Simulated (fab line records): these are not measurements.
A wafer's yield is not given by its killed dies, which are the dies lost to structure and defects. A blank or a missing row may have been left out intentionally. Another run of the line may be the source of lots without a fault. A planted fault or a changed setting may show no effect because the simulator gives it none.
Which tool is to blame? ; flow nand-harc ; 12 lots, 36 wafers sampled, at 5 steps of a route of 1302

== WHAT THE GAUGES READ, wafer by wafer ==
NHARC_A_CONTACT_CD_MEAS_69 targets a cd of 300 nm.
lot;measured;on;cd-nm (nm)
L982;day 21 23:49;cd-sem-03;299.7 300.2 300.0
L983;day 22 00:17;cd-sem-03;299.1 299.3 299.3
L984;day 23 06:17;cd-sem-03;299.3 299.9 300.2
L986;day 23 09:07;cd-sem-02;300.0 299.5 300.3
L985;day 23 15:41;cd-sem-01;300.4 299.7 300.2
L987;day 24 00:38;cd-sem-03;299.8 300.3 300.9
L989;day 24 21:41;cd-sem-01;300.1 299.6 299.8
L991;day 25 16:07;cd-sem-01;299.7 299.7 300.6
L999;day 28 06:57;cd-sem-02;299.6 299.8 299.3
L998;day 28 10:11;cd-sem-02;300.2 299.9 299.7
L104;day 31 04:26;cd-sem-03;300.6 300.6 300.2
L105;day 31 16:10;cd-sem-03;299.6 299.4 299.8

NHARC_END_SORT_01.
lot;measured;on;killed-at-array;killed-at-other;killed-at-periphery;killed-dies;killed-open;killed-short
L982;day 24 10:59;prober-02;63 64 81;0 1 0;1 0 4;64 65 85;2 3 3;2 1 5
L983;day 24 10:09;prober-01;27 17 21;1 2 0;3 1 6;31 20 27;3 1 5;3 4 2
L984;day 25 16:57;prober-01;60 54 54;2 3 1;6 5 8;68 62 63;3 7 3;1 1 2
L986;day 26 00:58;prober-02;71 58 67;1 2 7;6 3 4;78 63 78;3 2 6;2 2 1
L985;day 26 08:28;prober-01;50 43 58;0 1 1;2 1 1;52 45 60;1 0 4;3 0 1
L987;day 26 12:20;prober-02;61 67 51;1 1 1;1 1 1;63 69 53;2 5 1;2 0 4
L989;day 27 11:44;prober-02;68 57 66;0 0 1;3 1 2;71 58 69;5 4 7;2 1 5
L991;day 28 07:32;prober-01;47 43 40;0 3 1;7 14 5;54 60 46;6 4 2;4 4 2
L999;day 30 20:00;prober-02;56 48 46;2 4 2;1 3 4;59 55 52;5 7 4;1 1 2
L998;day 31 01:46;prober-01;54 68 64;1 3 1;7 2 7;62 73 72;1 3 4;1 3 0
L104;day 33 22:32;prober-01;61 97 83;2 4 2;5 2 5;68 103 90;3 5 2;2 3 2
L105;day 34 07:28;prober-02;39 26 29;0 0 0;0 2 1;39 28 30;4 2 0;6 1 4

== WHAT TOOL EACH LOT RAN ON (gives the tool, then ch and the chambers of the sampled wafers, and finally the start) ==
lot;NHARC_A_CONTACT_ETCH_76;NHARC_A_CONTACT_ETCH_78;NHARC_A_CONTACT_ETCH_130
L982;rie-diel-07 ch 0,1,2, day 22 00:13;rie-diel-07 ch 0,1,2, day 22 03:02 or earlier;har-cap-etch-02 ch 0,1, day 22 03:02
L983;rie-diel-03 ch 1,2, day 22 00:38;rie-diel-03 ch 0,1, day 22 03:07 or earlier;har-cap-etch-03 ch 0,1, day 22 03:07
L984;rie-diel-07 ch 0,1,3, day 23 06:43;rie-diel-07 ch 0,2, day 23 09:08 or earlier;har-cap-etch-01 ch 0,1, day 23 09:08
L986;rie-diel-11 ch 1,2,3, day 23 09:31;rie-diel-11 ch 1,2,3, day 23 12:17 or earlier;har-cap-etch-03 ch 0,1, day 23 12:17
L985;rie-diel-03 ch 0,1,2, day 23 16:07;rie-diel-03 ch 0,1,3, day 23 18:34 or earlier;har-cap-etch-03 ch 0,1, day 23 18:34
L987;rie-diel-11 ch 0,3, day 24 01:01;rie-diel-11 ch 0,1,3, day 24 03:29 or earlier;har-cap-etch-03 ch 0,1, day 24 03:29
L989;rie-diel-11 ch 0,2, day 24 22:05;rie-diel-11 ch 0,1,3, day 25 00:31 or earlier;har-cap-etch-02 ch 0,1, day 25 00:31
L991;rie-diel-07 ch 0,1,2, day 25 16:35;rie-diel-07 ch 1,2,3, day 25 18:55 or earlier;har-cap-etch-03 ch 0,1, day 25 18:55
L999;rie-diel-11 ch 1,2,3, day 28 07:22;rie-diel-11 ch 0,3, day 28 09:55 or earlier;har-cap-etch-02 ch 0,1, day 28 09:55
L998;rie-diel-11 ch 0,3, day 28 10:35;rie-diel-11 ch 0,1,2, day 28 13:01 or earlier;har-cap-etch-03 ch 0, day 28 13:01
L104;rie-diel-07 ch 0,2,3, day 31 05:08;rie-diel-07 ch 0,2,3, day 31 07:35 or earlier;har-cap-etch-03 ch 0,1, day 31 07:35
L105;rie-diel-07 ch 0,3, day 31 16:32;rie-diel-07 ch 1,2, day 31 18:59 or earlier;har-cap-etch-02 ch 0,1, day 31 18:59
- NHARC_A_CONTACT_ETCH_76: etches the open film in N2/H2, target depth 260 nm, time 475.3 s.
- NHARC_A_CONTACT_ETCH_78: etches the open film in O2/COS, target depth 5300 nm, time 1378 s.
- NHARC_A_CONTACT_ETCH_130: etches the open film in C4F8/O2/Ar, time 197 s, target depth 1918 nm.

== AS READ BY THE TOOLS THEMSELVES (means over the sampled wafers that have a number; for cases with no such wafer, the mark the record gives instead) ==
NHARC_A_CONTACT_ETCH_76.
lot;tool;drypump-motor-current-A (A);mfc-ar-sccm (sccm);oes-product-au (a.u.);rf-vpp-V (V);showerhead-plenum-p-Torr (Torr);throttle-valve-pct (%)
L982;rie-diel-07;5.7;0.012;1.026;429;2.00;14.176
L983;rie-diel-03;5.6;0.000;0.997;431;2.02;14.183
L984;rie-diel-07;5.6;0.008;1.005;429;2.00;14.161
L986;rie-diel-11;5.6;0.013;0.985;430;2.02;14.174
L985;rie-diel-03;5.6;0.005;1.004;429;1.98;14.175
L987;rie-diel-11;5.8;0.024;0.998;432;2.11;14.185
L989;rie-diel-11;6.1;0.005;0.988;431;2.05;14.174
L991;rie-diel-07;5.7;0.012;1.001;429;1.99;14.169
L999;rie-diel-11;5.6;0.013;1.083;430;2.01;14.174
L998;rie-diel-11;5.4;0.031;1.164;430;2.01;14.177
L104;rie-diel-07;5.6;0.020;0.992;427;1.92;14.169
L105;rie-diel-07;5.7;0.008;0.998;427;1.90;14.172

NHARC_A_CONTACT_ETCH_78.
lot;tool;drypump-motor-current-A (A);mfc-ar-sccm (sccm);oes-product-au (a.u.);rf-vpp-V (V);showerhead-plenum-p-Torr (Torr);throttle-valve-pct (%)
L982;rie-diel-07;5.7;0.012;1.022;312.7;3.06;28.332
L983;rie-diel-03;5.6;0.011;0.997;312.2;2.98;28.339
L984;rie-diel-07;5.8;0.023;1.024;311.9;2.97;28.329
L986;rie-diel-11;5.6;0.013;0.994;313.7;3.10;28.322
L985;rie-diel-03;5.6;0.005;0.993;312.4;2.96;28.333
L987;rie-diel-11;5.6;0.018;0.996;315.9;3.20;28.331
L989;rie-diel-11;5.6;0.018;0.987;314.8;3.19;28.341
L991;rie-diel-07;5.6;0.020;1.006;313.2;3.08;28.330
L999;rie-diel-11;5.5;0.031;0.990;313.1;3.08;28.337
L998;rie-diel-11;5.9;0.005;0.994;314.5;3.20;28.334
L104;rie-diel-07;5.6;0.020;1.004;311.4;2.96;28.328
L105;rie-diel-07;5.6;0.012;1.002;314.4;3.17;28.336

== THE ANSWER, worked out from the rows above alone ==
Rule: usual is defined by the lots themselves. Put in order of their means at a reading, lots are off if they are a third of the lots or fewer, leave a main group of 4 or more, and stand apart from it by a gap of 3 or more times the standard deviation of the main group's means; of several such gaps the widest counts. Not used: any main group whose means are identical at the precision the tables above print for the reading. A lot without any number at a reading at which 4 lots or more have one is off too. All remaining lots with rows at the step are treated as sound. Order of review: gauges by route order, followed by the tools' own readings, for which a lot's mean as printed above is used. At the first step where some lot is off, the reading lying furthest off is the one used; lots without a number count as furthest.
Off at NHARC_A_CONTACT_ETCH_76 (oes-product-au): L999, L998. The main group has a mean of 0.999 a.u. with a standard deviation of 0.011.
A tool fits if, at that step or a process step before it, it ran every lot that is off, and no sound lot after the first of them. One candidate fits, namely rie-diel-11 at NHARC_A_CONTACT_ETCH_76. Its last sound lot is L989 (day 24 22:05), its first lot that is off L999 (day 28 07:22): a fault that began between those two fits.
The tool's own readings at NHARC_A_CONTACT_ETCH_76 bear it out: on the lots that are off they differ by more than 5 times the standard deviation of the sound lots' means. oes-product-au reads 1.123 a.u. there against 0.999 a.u. on the sound lots.

== WHAT WAS PUT IN BY THE SIMULATOR ==
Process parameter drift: rie-diel-11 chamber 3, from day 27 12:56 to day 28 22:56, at NHARC_A_CONTACT_ETCH_76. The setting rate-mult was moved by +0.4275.
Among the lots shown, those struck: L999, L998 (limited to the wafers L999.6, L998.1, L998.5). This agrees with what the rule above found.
